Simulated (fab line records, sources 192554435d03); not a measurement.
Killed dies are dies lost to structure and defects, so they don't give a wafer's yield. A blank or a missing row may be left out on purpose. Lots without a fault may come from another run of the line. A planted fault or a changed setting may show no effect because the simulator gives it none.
Split-lot experiment | flow n5_finfet | 7 lots, 21 wafers read, on a route of 1938 steps

THE SPLIT
At N5_BEOL_M7_ETCH_41 (etches SiCN in CH3F/O2, target depth 31.9 nm, time 57.8 s), the setting source_w was moved away from the recipe's 395 W on 6 of the 21 wafers read, by -9.0% to +16.8%. The other wafers ran this setting at the recipe's value.

The reading is taken at the split's own step.

THE READING
rf_vpp_V, in V, at N5_BEOL_M7_ETCH_41 (etches SiCN in CH3F/O2, target depth 31.9 nm, time 57.8 s). Fault-free wafers of this fab line usually give 297.0 V, standard deviation 1.9 V.

wafer  | tool, chamber at the split | source_w as run, W | against the recipe | rf_vpp_V, V | against lot-mates on the recipe
L074.2 | rie_diel-06, 0             | 395                | recipe             | 295.5       | -
L074.4 | rie_diel-06, 2             | 395                | recipe             | 295.8       | -
L074.6 | rie_diel-06, 1             | 395                | recipe             | 299.7       | -
L077.1 | rie_diel-06, 1             | 445                | +12.7%             | 286.8       | -7.9
L077.2 | rie_diel-06, 3             | 395                | recipe             | 294.7       | -
L077.4 | rie_diel-06, 0             | 445                | +12.7%             | 285.2       | -9.5
L078.2 | rie_diel-03, 2             | 395                | recipe             | 297.4       | -
L078.3 | rie_diel-03, 1             | 395                | recipe             | 294.4       | -
L078.6 | rie_diel-03, 3             | 395                | recipe             | 295.4       | -
L087.1 | rie_diel-01, 2             | 395                | recipe             | 297.3       | -
L087.2 | rie_diel-01, 1             | 395                | recipe             | 298.3       | -
L087.6 | rie_diel-01, 2             | 395                | recipe             | 299.1       | -
L089.4 | rie_diel-03, 3             | 359.5              | -9.0%              | 305.4       | +10.7
L089.5 | rie_diel-03, 0             | 359.5              | -9.0%              | 309.3       | +14.6
L089.6 | rie_diel-03, 3             | 395                | recipe             | 294.7       | -
L091.2 | rie_diel-03, 0             | 395                | recipe             | 298.9       | -
L091.5 | rie_diel-03, 3             | 395                | recipe             | 295.2       | -
L091.6 | rie_diel-03, 0             | 461.5              | +16.8%             | 282.7       | -14.3
L090.1 | rie_diel-03, 0             | 395                | recipe             | 298.9       | -
L090.4 | rie_diel-03, 2             | 361.2              | -8.6%              | 307.5       | +8.1
L090.6 | rie_diel-03, 0             | 395                | recipe             | 299.8       | -

THE FIT
A straight line over all 21 wafers: rf_vpp_V changes by -0.957 V for each +1% of source_w; r = -0.95; the points scatter about the line by 2 V.
The same after taking each lot's own level away (the mean of its wafers on the recipe; 21 wafers): -0.919 V for each +1%; r = -0.95; scatter 2 V.
On that fit, the largest move of source_w shifts the reading by 15 V.
The lots' own levels span 294.70 to 299.35 V, that is 2.4 times the standard deviation above.
So the lot-to-lot level changes the slope little: the two slopes agree.
Check: with one of the wafers moved furthest among these (+16.8%) left out of the fit, the line predicts -14.9 V for it against its lot-mates. It came out at -14.3 V against them.
Tool readings at the split's step, against how far the setting was moved: rf_vpp_V r = -0.95.

THE FILE'S OWN FIT
rf_vpp_V changes by -0.897 V for each +1% of source_w, r = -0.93.
